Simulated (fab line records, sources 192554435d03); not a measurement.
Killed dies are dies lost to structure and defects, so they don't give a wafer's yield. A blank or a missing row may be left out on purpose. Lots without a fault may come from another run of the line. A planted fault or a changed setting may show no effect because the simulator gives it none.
Which tool did it? | flow n5_finfet | 8 lots, 24 wafers sampled, at 1 step of a route of 1938

WHAT THE GAUGES READ, wafer by wafer
N5_BEOL_M4_RC_MEAS_101. Usual: DIBL_N 35.4 mV/V, standard deviation 2.1; DIBL_P 34.8 mV/V, standard deviation 2.6; IOFF_N 0.15 nA/um, standard deviation 0.037; IOFF_P 0.19 nA/um, standard deviation 0.037; ION_N 677 uA/um, standard deviation 16; ION_P 462 uA/um, standard deviation 9.3; SS_N 71.4 mV/dec, standard deviation 0.75; SS_P 72.9 mV/dec, standard deviation 0.77; VT_N 250 mV, standard deviation 3.7; VT_P -251 mV, standard deviation 3.5.
lot  | measured     | on        | DIBL_N (mV/V)  | DIBL_P (mV/V)  | IOFF_N (nA/um) | IOFF_P (nA/um) | ION_N (uA/um) | ION_P (uA/um) | SS_N (mV/dec)  | SS_P (mV/dec)  | VT_N (mV)   | VT_P (mV)      | flag
L882 | day 8 15:29  | prober-01 | 35.6 39.3 37.9 | 34.3 38.9 37.1 | 0.13 0.22 0.19 | 0.14 0.20 0.18 | 654 684 686   | 441 455 455   | 71.5 73.0 72.5 | 72.4 73.8 73.3 | 255 247 249 | -257 -256 -254 |
L892 | day 10 15:20 | prober-01 | 36.0 36.2 37.3 | 34.6 34.6 35.1 | 0.13 0.15 0.15 | 0.21 0.20 0.19 | 649 677 661   | 450 466 450   | 71.0 71.3 71.3 | 73.0 73.2 72.4 | 250 246 249 | -251 -252 -251 |
L893 | day 11 11:31 | prober-02 | 34.3 39.5 32.7 | 34.2 41.3 31.6 | 0.13 0.25 0.11 | 0.17 0.31 0.14 | 660 712 669   | 454 480 457   | 71.3 72.6 70.9 | 71.9 74.3 72.1 | 251 242 253 | -253 -243 -254 |
L894 | day 11 18:20 | prober-02 | 33.6 35.7 34.1 | 33.6 36.7 34.6 | 0.15 0.18 0.16 | 0.20 0.24 0.22 | 688 682 700   | 480 469 479   | 70.6 71.7 71.4 | 72.4 72.5 72.1 | 246 248 246 | -248 -248 -250 |
L897 | day 11 20:48 | prober-02 | 38.6 33.9 39.1 | 39.2 33.0 38.8 | 0.20 0.12 0.18 | 0.24 0.15 0.23 | 681 668 672   | 474 460 464   | 72.1 71.0 71.7 | 73.5 72.4 73.8 | 248 252 251 | -249 -255 -251 |
L898 | day 12 14:50 | prober-01 | 37.6 35.6 38.4 | 37.1 36.4 37.6 | 0.17 0.13 0.22 | 0.22 0.20 0.24 | 678 662 669   | 467 464 460   | 71.9 71.2 72.4 | 73.8 72.4 73.7 | 248 254 249 | -246 -250 -248 |
L905 | day 14 14:02 | prober-02 | 38.0 36.1 36.0 | 40.0 37.1 36.9 | 0.22 0.18 0.17 | 0.26 0.23 0.21 | 710 701 689   | 477 476 467   | 72.6 71.7 71.4 | 73.7 73.3 73.6 | 242 247 246 | -247 -250 -250 |
L904 | day 14 15:19 | prober-01 | 35.5 32.7 35.4 | 35.0 31.9 36.6 | 0.15 0.11 0.16 | 0.23 0.18 0.25 | 676 672 688   | 468 472 474   | 71.7 70.3 71.5 | 73.1 71.7 72.9 | 254 254 249 | -243 -247 -244 |

WHICH TOOL RAN EACH LOT (tool, then ch and the chambers of the sampled wafers, then the start)
The record holds no process step before these readings.

WHAT THE TOOLS THEMSELVES READ (means of the sampled wafers that have a number; where no wafer has one, the mark that the record gives instead)
The record holds no such reading with a usual standard deviation.

THE ANSWER, worked out from the rows above alone
Rule: a lot is off if the mean of its wafers that have a number lies more than 3 standard deviations from the usual mean. A lot without any number at a reading at which 4 lots or more have one is off too. The other lots that the step has rows for count as sound. The gauges are gone through in route order, then the tools' own readings, and for those a lot's mean is taken as printed above. The first step at which some lot is off is used, and at that step the reading that is off furthest; a lot without a number counts as furthest.
No lot is off at any reading shown: from this, nothing can be told.

WHAT THE SIMULATOR HAD PUT IN
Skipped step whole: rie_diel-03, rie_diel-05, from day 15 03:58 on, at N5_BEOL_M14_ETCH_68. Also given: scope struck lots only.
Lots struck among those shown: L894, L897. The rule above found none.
